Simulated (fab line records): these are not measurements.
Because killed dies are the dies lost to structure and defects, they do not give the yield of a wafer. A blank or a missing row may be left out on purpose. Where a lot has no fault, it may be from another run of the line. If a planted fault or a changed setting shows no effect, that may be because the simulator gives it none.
fab line records	flow n5Finfet
record lots=7	wafers=39
route steps=1938 shown DUMMY_GATE@246 SD_EPI_N@288 SD_ACTIVATION@330 HKMG_FIN@395
startH: hours from the record's first day to the start of the lot's first wafer shown	waitH: hours since the lot's step before	" as in the row above	L1.1+2: a row that stands for several wafers	- no value, or no start given	* or withheld: withheld	< > ~ a bound
route shown NAME@n: names a module that has steps shown in the file, with the first one's number in the route	usual: mean/standard deviation taken from wafers without a fault	same: alike in all rows	chamber/n: place in a boat	sites: the reading at each site	_std_site: how widely they spread, as a standard deviation	_edge_site: the outer-site mean with the inner-site mean subtracted	radiusMm: for every site, how far away it sits from the centre of the wafer	mask NAME#n: copy n	behind: the most recent tool/chamber to have shaped the wafer	hold: why the lot went on hold/how many hours it stayed there/how the hold came to an end	device: the n, p or np transistor that did not switch	end of line: the route-end tests of the same wafers	a step with no rows: only its recipe	killed: the dies lost at the first sort to structure and to defects; this is not the yield of the wafer	map: a wafer's dies, x killed, . not, _ none there
set.NAME: the setting that was run; set.NAME@STEP: the one run at that earlier step	model.NAME: the simulator's own value behind a step, which no gauge read
lots with deliberately changed settings; one table per step, one row per wafer
## steps
# step N5_DUMMY_GATE_ETCH_32
# recipe chemistry=CF4	target=SiO2	targetDepthA=35	timeS=3.9	ionEnergyEv=350	pressureMtorr=10	icpW=800	biasW=400	cf4FlowSccm=80
lot.wafer	tool	chamber	startH	waitH	set.timeS	model.etch.depthNm
L074.1+2	rieSi-06	2,1	45.18	0.1	4.262	3.837
L074.3	"	3	"	"	4.262	3.779
L074.4	"	0	"	"	3.9	3.46
L074.5	"	3	"	"	3.9	3.458
L074.6	"	2	"	"	3.9	3.471
L078.2	rieSi-06	1	70.21	0.1	3.9	3.487
L078.4	"	2	"	"	3.9	3.459
L078.6	"	0	"	"	3.9	3.408
L080.1	rieSi-05	2	84.46	0.1	3.9	3.478
L080.2	"	0	"	"	4.526	4.046
L080.3	"	1	"	"	4.526	4.033
L080.4	"	3	"	"	3.9	3.505
L080.5	"	2	"	"	4.526	4.06
L080.6	"	3	"	"	3.9	3.498
L081.1	rieSi-05	1	92.12	0.2	3.9	3.418
L081.2	"	2	"	"	3.9	3.446
L081.3	"	0	"	"	3.9	3.451
L081.4	"	3	"	"	3.9	3.502
L081.5	"	0	"	"	3.9	3.47
L081.6	"	3	"	"	3.9	3.487
L086.1	rieSi-05	2	120.14	0.1	3.9	3.474
L086.2	"	3	"	"	3.9	3.522
L086.3	"	1	"	"	4.518	3.994
L086.4	"	0	"	"	4.518	4.028
L086.5	"	2	"	"	4.518	4.01
L086.6	"	3	"	"	3.9	3.507
L089.1	rieSi-05	2	141.57	0.1	4.508	4.029
L089.2	"	3	"	"	3.9	3.53
L089.3	"	0	"	"	3.9	3.473
L089.4	"	1	"	"	4.508	4.019
L089.5	"	0	"	"	3.9	3.46
L089.6	"	1	"	"	4.508	4.011
L093.1	rieSi-01	3	161.92	0.1	4.369	3.852
L093.2	"	1	"	"	4.369	3.856
L093.3	"	2	"	"	4.369	3.989
L093.4	"	1	"	"	3.9	3.455
L093.5	"	3	"	"	3.9	3.439
L093.6	"	2	"	"	3.9	3.573
# step N5_DUMMY_GATE_ETCH_42
# recipe chemistry=CHF3/O2	target=SiO2	targetDepthA=35	timeS=31	ionEnergyEv=30	biasW=12	pressureMtorr=30	sourceW=600	Ar_flow_sccm=200	CHF3_flow_sccm=50	O2_flow_sccm=5
# usual rfVppV=42.5/0.88
lot.wafer	tool	chamber	startH	waitH	set.biasW	rfVppV
L074.1	rieDiel-06	1	45.45	0.1	12	41.9
L074.2	"	2	"	"	12.61	45.3
L074.3	"	0	"	"	12	41.8
L074.4	"	3	"	"	12	41.9
L074.5	"	2	"	"	12.61	44.0
L074.6	"	3	"	"	12.61	44.1
L078.2	rieDiel-02	3	70.45	0.0	12	43.6
L078.4	"	1	"	"	12	43.2
L078.6	"	2	"	"	12	44.2
L080.1	rieDiel-06	2	84.74	0.1	9.874	36.9
L080.2	"	1	"	"	9.874	36.4
L080.3	"	3	"	"	12	42.9
L080.4	"	0	"	"	9.874	37.2
L080.5	"	1	"	"	12	42.2
L080.6	"	0	"	"	12	42.5
L081.1	rieDiel-03	0	92.50	0.2	10.16	37.4
L081.2	"	2	"	"	12	41.8
L081.3	"	3	"	"	12	43.1
L081.4	"	1	"	"	12	42.0
L081.5	"	2	"	"	10.16	37.8
L081.6	"	3	"	"	10.16	39.1
L086.1	rieDiel-02	2	120.39	0.0	10.26	36.9
L086.2	"	0	"	"	12	41.4
L086.3	"	3	"	"	12	43.0
L086.4	"	2	"	"	10.26	38.1
L086.5	"	3	"	"	10.26	37.9
L086.6	"	0	"	"	12	43.2
L089.1	rieDiel-06	2	141.90	0.1	12.95	47.2
L089.2	"	1	"	"	12.95	43.3
L089.3	"	0	"	"	12	40.6
L089.4	"	3	"	"	12.95	44.6
L089.5	"	3	"	"	12	42.0
L089.6	"	0	"	"	12	40.5
L093.1	rieDiel-06	0	162.25	0.1	10.22	36.7
L093.2	"	2	"	"	10.22	37.5
L093.3	"	1	"	"	12	42.9
L093.4	"	3	"	"	12	43.5
L093.5	"	2	"	"	10.22	38.8
L093.6	"	1	"	"	12	41.7
# step N5_SD_EPI_N_EPI_21
# recipe material=Si:P	dopant=P	tempC=680	pressureTorr=255	timeS=690
lot.wafer	tool	chamber	startH	waitH	set.dopantConcCm3
L074.1+5+6	epiRpcvd-03	0	48.63	0.2	2.318e+21
L074.2+3+4	"	0	"	"	2e+21
L078.2+4+6	epiRpcvd-03	0	74.03	0.5	2e+21
L080.1+2+5	epiRpcvd-03	0	88.53	0.2	1.716e+21
L080.3+4+6	"	0	"	"	2e+21
L081.1+3+4	epiRpcvd-04	0	97.97	0.1	2.264e+21
L081.2+5+6	"	0	"	"	2e+21
L086.1+3+5	epiRpcvd-04	0	123.60	0.1	2e+21
L086.2+4+6	"	0	"	"	1.72e+21
L089.1+2+3	epiRpcvd-03	0	145.53	0.1	1.806e+21
L089.4+5+6	"	0	"	"	2e+21
L093.1+2+3+4+5+6	epiRpcvd-04	0	165.49	0.1	2e+21
# step N5_SD_EPI_N_PRECLEAN_24
# recipe chemistry=O3/DIW	timeS=60	tempC=22	o3Ppm=10
# step N5_SD_ACTIVATION_RTA_00
# recipe tempC=975	timeS=0	ambient=N2	idleTempC=600	rampUpCPerS=150	rampDownCPerS=60	coolToC=600
# step N5_SD_ACTIVATION_LSA_01
# recipe tempC=1080	timeS=0.0008	ambient=N2
# step N5_SD_ACTIVATION_RS_MEAS_03
# recipe thkMeasGauge=four-point-probe
# usual RS_SD_N=21.94/0.27	RS_SD_P=56.0/0.7
lot.wafer	tool	chamber	startH	waitH	set.dopantConcCm3@SD_EPI_N_EPI_21	RS_SD_N[ohm/sq]	RS_SD_P[ohm/sq]
L074.1	filmMetro-02	-	56.11	0.2	2.318e+21	21.14	55.4
L074.2	"	-	"	"	2e+21	21.87	55.4
L074.3	"	-	"	"	2e+21	21.72	56.5
L074.4	"	-	"	"	2e+21	22.01	55.0
L074.5	"	-	"	"	2.318e+21	20.77	55.3
L074.6	"	-	"	"	2.318e+21	21.40	55.4
L078.2	filmMetro-02	-	81.14	0.2	2e+21	22.42	55.5
L078.4	"	-	"	"	2e+21	21.63	53.8
L078.6	"	-	"	"	2e+21	21.96	53.5
L080.1	filmMetro-01	-	98.18	0.2	1.716e+21	23.16	55.3
L080.2	"	-	"	"	1.716e+21	23.29	56.2
L080.3	"	-	"	"	2e+21	22.12	55.6
L080.4	"	-	"	"	2e+21	22.37	55.8
L080.5	"	-	"	"	1.716e+21	23.02	55.5
L080.6	"	-	"	"	2e+21	22.20	56.0
L081.1	filmMetro-02	-	105.78	0.2	2.264e+21	21.00	56.3
L081.2	"	-	"	"	2e+21	21.81	56.8
L081.3	"	-	"	"	2.264e+21	21.12	55.9
L081.4	"	-	"	"	2.264e+21	21.64	56.1
L081.5	"	-	"	"	2e+21	22.01	56.7
L081.6	"	-	"	"	2e+21	21.60	55.7
L086.1	filmMetro-02	-	131.82	0.2	2e+21	21.87	56.2
L086.2	"	-	"	"	1.72e+21	22.75	56.0
L086.3	"	-	"	"	2e+21	21.70	55.4
L086.4	"	-	"	"	1.72e+21	22.34	56.3
L086.5	"	-	"	"	2e+21	21.50	56.1
L086.6	"	-	"	"	1.72e+21	22.81	56.9
L089.1	filmMetro-02	-	152.54	0.2	1.806e+21	22.47	55.6
L089.2	"	-	"	"	1.806e+21	22.83	54.9
L089.3	"	-	"	"	1.806e+21	22.54	55.0
L089.4	"	-	"	"	2e+21	21.84	55.6
L089.5	"	-	"	"	2e+21	21.92	54.9
L089.6	"	-	"	"	2e+21	22.07	55.9
L093.1	filmMetro-01	-	173.84	0.2	2e+21	21.96	55.7
L093.2	"	-	"	"	2e+21	21.86	55.8
L093.3	"	-	"	"	2e+21	22.10	56.1
L093.4	"	-	"	"	2e+21	21.94	55.0
L093.5	"	-	"	"	2e+21	21.92	56.2
L093.6	"	-	"	"	2e+21	21.76	55.9
# step N5_HKMG_FIN_EXPOSE_46
# recipe maskId=NDIPOLE	na=1.35	sourceShape=conventional	sigmaOuter=0.8	polarization=unpolarized	doseMj=40
lot.wafer	tool	chamber	startH	waitH	mask	set.doseMj
L074.1+2+3+4+5+6	arfiScanner-02	0	68.96	-	NDIPOLE#0	40
L078.2+4+6	arfiScanner-01	0	97.84	-	NDIPOLE#0	40
L080.1+4+5	arfiScanner-03	0	111.73	-	NDIPOLE#0	42.93
L080.2+3+6	"	0	"	"	NDIPOLE#0	40
L081.1+3+6	arfiScanner-03	0	121.31	-	NDIPOLE#0	37.03
L081.2+4+5	"	0	"	"	NDIPOLE#0	40
L086.1+2+3	arfiScanner-02	0	145.15	-	NDIPOLE#0	40
L086.4+5+6	"	0	"	"	NDIPOLE#0	42.99
L089.1+2+5	arfiScanner-01	0	165.21	-	NDIPOLE#0	40
L089.3+4+6	"	0	"	"	NDIPOLE#0	39.13
L093.1+2+6	arfiScanner-01	0	189.21	-	NDIPOLE#0	40
L093.3+4+5	"	0	"	"	NDIPOLE#0	37.72
# step N5_HKMG_FIN_PEB_47
# recipe pebTempC=withheld	pebTimeS=60	resist=CAR-ArF
# step N5_HKMG_FIN_DEVELOP_48
# recipe developTimeS=30	developer=TMAH	resist=CAR-ArF	rinseLiquid=diw	dry=airSpin	devTempC=23
# step N5_HKMG_FIN_CD_MEAS_49
# recipe targetCdNm=202	landingEnergyEv=500	detector=seInlens	polarity=opening
# usual cdNm=202.1/0.51
lot.wafer	tool	chamber	startH	waitH	set.doseMj@HKMG_FIN_EXPOSE_46	cdNm
L074.1	cdSem-01	0	69.08	-	40	201.8
L074.2	"	0	"	"	40	201.6
L074.3	"	0	"	"	40	202.3
L074.4	"	0	"	"	40	202.3
L074.5	"	0	"	"	40	202.1
L074.6	"	0	"	"	40	202.0
L078.2	cdSem-01	0	97.96	-	40	202.8
L078.4	"	0	"	"	40	202.6
L078.6	"	0	"	"	40	203.1
L080.1	cdSem-02	0	111.85	-	42.93	205.8
L080.2	"	0	"	"	40	202.5
L080.3	"	0	"	"	40	201.7
L080.4	"	0	"	"	42.93	205.6
L080.5	"	0	"	"	42.93	205.7
L080.6	"	0	"	"	40	201.7
L081.1	cdSem-03	0	121.43	-	37.03	197.1
L081.2	"	0	"	"	40	201.5
L081.3	"	0	"	"	37.03	197.6
L081.4	"	0	"	"	40	201.8
L081.5	"	0	"	"	40	201.8
L081.6	"	0	"	"	37.03	197.4
L086.1	cdSem-02	0	145.28	-	40	202.1
L086.2	"	0	"	"	40	201.9
L086.3	"	0	"	"	40	201.7
L086.4	"	0	"	"	42.99	206.5
L086.5	"	0	"	"	42.99	206.6
L086.6	"	0	"	"	42.99	206.2
L089.1	cdSem-03	0	165.34	-	40	202.9
L089.2	"	0	"	"	40	202.9
L089.3	"	0	"	"	39.13	200.8
L089.4	"	0	"	"	39.13	201.2
L089.5	"	0	"	"	40	202.5
L089.6	"	0	"	"	39.13	201.7
L093.1	cdSem-02	0	189.34	-	40	202.2
L093.2	"	0	"	"	40	202.6
L093.3	"	0	"	"	37.72	199.0
L093.4	"	0	"	"	37.72	198.2
L093.5	"	0	"	"	37.72	198.1
L093.6	"	0	"	"	40	201.5
# step N5_HKMG_FIN_DESCUM_53
# recipe chemistry=O2	timeS=7.9	sourcePowerW=50	biasPowerW=20	pressureMtorr=20	rfFrequencyHz=2.712e+07	tempC=40	resist=CAR-ArF	o2FlowSccm=225
# step N5_HKMG_FIN_ETCH_54
# recipe chemistry=CF4	target=SiARC	targetDepthA=455	maskMaterial=CAR-ArF	timeS=75.8	ionEnergyEv=80	pressureMtorr=40	sourceW=545	biasW=36	Ar_flow_sccm=100	cf4FlowSccm=100	ends=cleared
lot.wafer	tool	chamber	startH	waitH	set.doseMj@HKMG_FIN_EXPOSE_46	model.HKMG_FIN.cdOffsetNm
L074.1+2	rieDiel-05	1,2	69.20	0.0	40	0
L074.3	"	0	"	"	40	0.6
L074.4	"	3	"	"	40	0.4
L074.5+6	"	1,2	"	"	40	0.2
L078.2+6	rieDiel-05	1	98.08	0.0	40	1
L078.4	"	0	"	"	40	0.8
L080.1+5	rieDiel-04	0,1	113.86	0.0	42.93	4
L080.2	"	2	"	"	40	0
L080.3	"	1	"	"	40	-0.2
L080.4	"	3	"	"	42.93	3.4
L080.6	"	0	"	"	40	-0.6
L081.1+6	rieDiel-04	3,0	121.55	0.0	37.03	-4.8
L081.2+4	"	1,0	"	"	40	-0.2
L081.3	"	2	"	"	37.03	-4.4
L081.5	"	1	"	"	40	-0.4
L086.1+3	rieDiel-04	3,0	145.40	0.0	40	0.2
L086.2	"	1	"	"	40	-0.2
L086.4+5	"	2,3	"	"	42.99	4.6
L086.6	"	2	"	"	42.99	4.4
L089.1+2+5	rieDiel-01	2,0,2	165.46	0.0	40	0.6
L089.3+4+6	"	3,1,1	"	"	39.13	-0.8
L093.1+2	rieDiel-04	1,3	189.46	0.0	40	0.8
L093.3	"	0	"	"	37.72	-3
L093.4	"	3	"	"	37.72	-3.4
L093.5	"	0	"	"	37.72	-3.2
L093.6	"	1	"	"	40	-0.2
# step N5_HKMG_FIN_ETCH_55
# recipe chemistry=N2/H2	target=SOC	targetDepthA=2400	tempC=40	timeS=300	ionEnergyEv=200	maskMaterial=SiARC	pressureMtorr=30	sourceW=840	biasW=150	n2FlowSccm=200	h2FlowSccm=200
lot.wafer	tool	chamber	startH	waitH	set.doseMj@HKMG_FIN_EXPOSE_46	model.HKMG_FIN.cdOffsetNm
L074.1	rieDiel-05	1	69.26	0.0	40	-0.6
L074.2+4+5+6	"	2,3,1,2	"	"	40	0
L074.3	"	0	"	"	40	0.4
L078.2+6	rieDiel-05	1	98.14	0.0	40	0.8
L078.4	"	0	"	"	40	1
L080.1	rieDiel-04	0	113.92	0.0	42.93	3.8
L080.2	"	2	"	"	40	0
L080.3	"	1	"	"	40	-0.4
L080.4	"	3	"	"	42.93	3.6
L080.5	"	1	"	"	42.93	4
L080.6	"	0	"	"	40	-0.6
L081.1+6	rieDiel-04	3,0	121.61	0.0	37.03	-5.2
L081.2	"	1	"	"	40	-0.2
L081.3	"	2	"	"	37.03	-4.6
L081.4	"	0	"	"	40	-0.8
L081.5	"	1	"	"	40	-0.6
L086.1+2	rieDiel-04	3,1	145.46	0.0	40	0.2
L086.3	"	0	"	"	40	0
L086.4	"	2	"	"	42.99	4.8
L086.5	"	3	"	"	42.99	4.6
L086.6	"	2	"	"	42.99	4.4
L089.1+5	rieDiel-01	2	165.51	0.0	40	0
L089.2	"	0	"	"	40	0.6
L089.3	"	3	"	"	39.13	-1.2
L089.4	"	1	"	"	39.13	-0.4
L089.6	"	1	"	"	39.13	-0.8
L093.1	rieDiel-04	1	189.52	0.0	40	1.2
L093.2	"	3	"	"	40	0.4
L093.3+5	"	0	"	"	37.72	-3.4
L093.4	"	3	"	"	37.72	-3.2
L093.6	"	1	"	"	40	-0.2
# step N5_HKMG_FIN_STRIP_56
# recipe chemistry=N2/H2	tempC=40	n2FlowSccm=200	h2FlowSccm=200	rfFrequencyHz=6e+07
# step N5_HKMG_FIN_STRIP_57
# recipe chemistry=CF4	resist=SiARC	powerW=300	biasPowerW=75	pressureMtorr=50	cf4FlowSccm=150	rfFrequencyHz=6e+07
# step N5_HKMG_FIN_ETCH_58
# recipe chemistry=N2/H2	target=SOC	targetDepthA=2158	ionEnergyEv=50	biasW=13	timeS=741	pressureMtorr=30	sourceW=875	n2FlowSccm=200	h2FlowSccm=200
lot.wafer	tool	chamber	startH	waitH	set.doseMj@HKMG_FIN_EXPOSE_46	model.HKMG_FIN.cdOffsetNm
L074.1	rieDiel-05	1	69.47	0.0	40	-0.8
L074.2+5	"	2,1	"	"	40	-0.2
L074.3	"	0	"	"	40	0.4
L074.4	"	3	"	"	40	0
L074.6	"	2	"	"	40	-0.4
L078.2+4	rieDiel-05	1,0	98.35	0.0	40	0.4
L078.6	"	1	"	"	40	0.2
L080.1	rieDiel-04	0	114.13	0.0	42.93	3.6
L080.2	"	2	"	"	40	0
L080.3	"	1	"	"	40	-0.2
L080.4	"	3	"	"	42.93	3.4
L080.5	"	1	"	"	42.93	4.2
L080.6	"	0	"	"	40	-1
L081.1	rieDiel-04	3	121.82	0.0	37.03	-5.2
L081.2	"	1	"	"	40	0.6
L081.3	"	2	"	"	37.03	-4.4
L081.4	"	0	"	"	40	-0.6
L081.5	"	1	"	"	40	-0.2
L081.6	"	0	"	"	37.03	-5
L086.1	rieDiel-04	3	145.67	0.0	40	0.2
L086.2	"	1	"	"	40	0.4
L086.3	"	0	"	"	40	-0.2
L086.4	"	2	"	"	42.99	4.6
L086.5+6	"	3,2	"	"	42.99	4.4
L089.1+2+5	rieDiel-01	2,0,2	165.73	0.0	40	0.2
L089.3	"	3	"	"	39.13	-1.2
L089.4	"	1	"	"	39.13	-0.2
L089.6	"	1	"	"	39.13	-0.8
L093.1	rieDiel-04	1	189.73	0.0	40	1.4
L093.2	"	3	"	"	40	0.4
L093.3	"	0	"	"	37.72	-3.4
L093.4	"	3	"	"	37.72	-3.2
L093.5	"	0	"	"	37.72	-3.6
L093.6	"	1	"	"	40	0
# step N5_HKMG_FIN_CVD_62
# recipe material=a-Si	targetThkA=30	tempC=500	precursor=Si2H6	pressureTorr=1	timeS=20.8
lot.wafer	tool	chamber	startH	waitH	set.targetThkA	model.a-Si_of_HKMG_FIN_CVD_62.thkNm
L074.1+4	thermalCvdSi-02	2,1	70.90	0.2	30	3.2
L074.2+3	"	0,1	"	"	34.22	3.4
L074.5	"	2	"	"	34.22	3.6
L074.6	"	0	"	"	30	3
L078.2	thermalCvdSi-02	0	99.77	0.2	30	3.2
L078.4+6	"	2,0	"	"	30	3
L080.1+3+4	thermalCvdSi-02	2,1,0	115.56	0.2	30	3.2
L080.2+5	"	0,1	"	"	28.04	2.8
L080.6	"	2	"	"	28.04	3
L081.1+2+3	thermalCvdSi-01	0,1,2	123.25	0.2	27.27	2.8
L081.4+5+6	"	2,1,0	"	"	30	3
L086.1+3+6	thermalCvdSi-02	0,1,1	147.10	0.2	33.96	3.4
L086.2+4+5	"	2,0,2	"	"	30	3
L089.1+4	thermalCvdSi-01	0	167.16	0.2	26.87	2.6
L089.2+3+6	"	2,1,2	"	"	30	3
L089.5	"	1	"	"	26.87	2.8
L093.1+5	thermalCvdSi-01	1,2	191.16	0.2	30	3
L093.2	"	2	"	"	32.47	3
L093.3+4	"	0	"	"	32.47	3.2
L093.6	"	1	"	"	30	2.8
## key
split step=N5_DUMMY_GATE_ETCH_32	setting=timeS	stated=3.9	by=wafer
response step=N5_DUMMY_GATE_ETCH_32	reading=model.etch.depthNm	change=+0.0341	per=1%	r=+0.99
split step=N5_DUMMY_GATE_ETCH_42	setting=biasW	stated=12	by=wafer
response step=N5_DUMMY_GATE_ETCH_42	reading=rfVppV	change=+0.333	per=1%	r=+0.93
split step=N5_SD_EPI_N_EPI_21	setting=dopantConcCm3	stated=2e+21	by=wafer
response step=N5_SD_ACTIVATION_RS_MEAS_03	reading=RS_SD_N	change=-0.057	per=1%	r=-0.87
split step=N5_HKMG_FIN_EXPOSE_46	setting=doseMj	stated=40	by=wafer
response step=N5_HKMG_FIN_CD_MEAS_49	reading=cdNm	change=+0.582	per=1%	r=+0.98
response step=N5_HKMG_FIN_ETCH_54	reading=model.HKMG_FIN.cdOffsetNm	change=+0.593	per=1%	r=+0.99
response step=N5_HKMG_FIN_ETCH_55	reading=model.HKMG_FIN.cdOffsetNm	change=+0.598	per=1%	r=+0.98
response step=N5_HKMG_FIN_ETCH_58	reading=model.HKMG_FIN.cdOffsetNm	change=+0.61	per=1%	r=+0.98
split step=N5_HKMG_FIN_CVD_62	setting=targetThkA	stated=30	by=wafer
response step=N5_HKMG_FIN_CVD_62	reading=model.a-Si_of_HKMG_FIN_CVD_62.thkNm	change=+0.0283	per=1%	r=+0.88
